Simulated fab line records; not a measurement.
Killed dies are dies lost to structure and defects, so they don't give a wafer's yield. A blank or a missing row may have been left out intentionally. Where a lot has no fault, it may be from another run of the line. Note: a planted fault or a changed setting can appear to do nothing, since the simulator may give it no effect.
Struck lot and sound lot, side by side -- flow n5 finfet -- 18 steps out of a route of 1938
Sound: wafers L809.2, L809.5. Wafers struck: L823.1, L823.3, L823.4. The cause comes at the end.
For every step that has rows: the tool of each side, followed by ch and its chambers, followed by its first start. Under that, the readings that differ: sound wafers -- struck wafers -- difference of the means -- sigmas: that difference in standard deviations of wafers without a fault.
alike: same words and numbers on both sides, and readings whose means sit less than 2 such deviations apart. not compared: any withheld reading, any reading some wafer has no value for, any bound like >300 that may hide the same value, and any number with overlapping values for which the record gives no deviation.
The two part at a step that has a row with sigmas, a row that says differs or no value, or rows on one side only. Numbers that have no deviation but don't overlap get no sigmas and don't part them. A reading missing from all wafers of one side parts the sides only when that side holds two or more wafers.

N5_BEOL_M8_ETCH_62: etches SOC in N2/H2, target depth 110 nm, overetch 22 nm, time 165 s.
  sound on rie diel-02 ch 3, day 9 17:44; struck on rie diel-02 ch 1,2,3, day 13 21:53
  alike: drypump motor current A, n2 flow sccm, oes product au, rf vpp V, showerhead plenum p Torr, throttle valve pct
  not compared: rf hours counter h
then, 1 step without rows for these wafers: N5_BEOL_M8_STRIP_68 (strips in N2/H2).
N5_BEOL_M8_STRIP_67: strips in CF4.
  sound on rie diel-02 ch 3, day 9 17:53; struck on rie diel-02 ch 1,2,3, day 13 22:02
  alike: drypump motor current A, oes product au, rf vpp V, showerhead plenum p Torr, throttle valve pct
  not compared: rf hours counter h
N5_BEOL_M8_HM_OPEN_17: chemistry Cl2/BCl3, target TiN, target depth 20 nm, overetch 6 nm.
  sound on rie metal-02 ch 0,1, day 9 17:55; struck on rie metal-02 ch 0, day 13 22:04
  alike: drypump motor current A, oes product au, throttle valve pct
  not compared: rf hours counter h
N5_BEOL_M8_STRIP_19: strips in O2.
  sound on rie diel-03 ch 2,3, day 9 18:02; struck on rie diel-03 ch 0,2,3, day 13 22:26
  alike: drypump motor current A, oes product au, rf vpp V, showerhead plenum p Torr, throttle valve pct
  not compared: rf hours counter h
N5_BEOL_M8_CD_MEAS_18: pitch 80 nm, target cd 40 nm.
  sound: cd sem-01 at day 9 18:07; struck: cd sem-03 at day 13 22:30
  alike: cd nm
then, 6 steps without rows for these wafers: N5_BEOL_M8_COAT_63 (time 60 s, resist thk 60 nm); N5_BEOL_M8_COAT_64 (time 60 s, resist thk 12 nm); N5_BEOL_M8_COAT_71 (time 60 s, resist thk 5 nm); N5_BEOL_M8_COAT_22 (resist thk 30 nm); N5_BEOL_M8_EBR_24; N5_BEOL_M8_SOFTBAKE_23 (time 60 s).
N5_BEOL_M8_EXPOSE_25: exposes mask V7, target cd 40 nm.
  sound on euv scanner-01 ch 0, day 9 21:16; struck on euv scanner-02 ch 0, day 13 23:43
reading,sound,struck,difference,sigmas
model.BEOL_M8.overlay x nm (nm),0.4 0.4,12 12 12,+12,
  alike: mask, focus offset nm
then, 2 steps without rows for these wafers: N5_BEOL_M8_PEB_26 (peb time 60 s); N5_BEOL_M8_DEVELOP_27 (develop time 30 s).
N5_BEOL_M8_CD_MEAS_28 targets a cd of 40 nm.
  sound on cd sem-03 ch 0, day 9 21:23; struck on cd sem-01 ch 0, day 13 23:50
  alike: cd nm
N5_BEOL_M8_OVL_MEAS_29:
  sound on overlay-01 ch 0, day 9 21:26; struck on overlay-02 ch 0, day 13 23:52
reading,sound,struck,difference,sigmas
V7_OVL (nm),1.0 0.5,12.5 11.9 12.3,+11.5,+18
N5_BEOL_M8_INSPECT_30: inspects for defects (brightfield).
  sound: defect inspect-02 at day 9 21:29; struck: defect inspect-02 at day 13 23:56
  alike: raw defect count

WHERE THEY PART
N5_BEOL_M8_OVL_MEAS_29 only, going by this record. Later steps at which nothing parts them and some readings are alike: N5_BEOL_M8_INSPECT_30.

WHY: what the simulator had put in
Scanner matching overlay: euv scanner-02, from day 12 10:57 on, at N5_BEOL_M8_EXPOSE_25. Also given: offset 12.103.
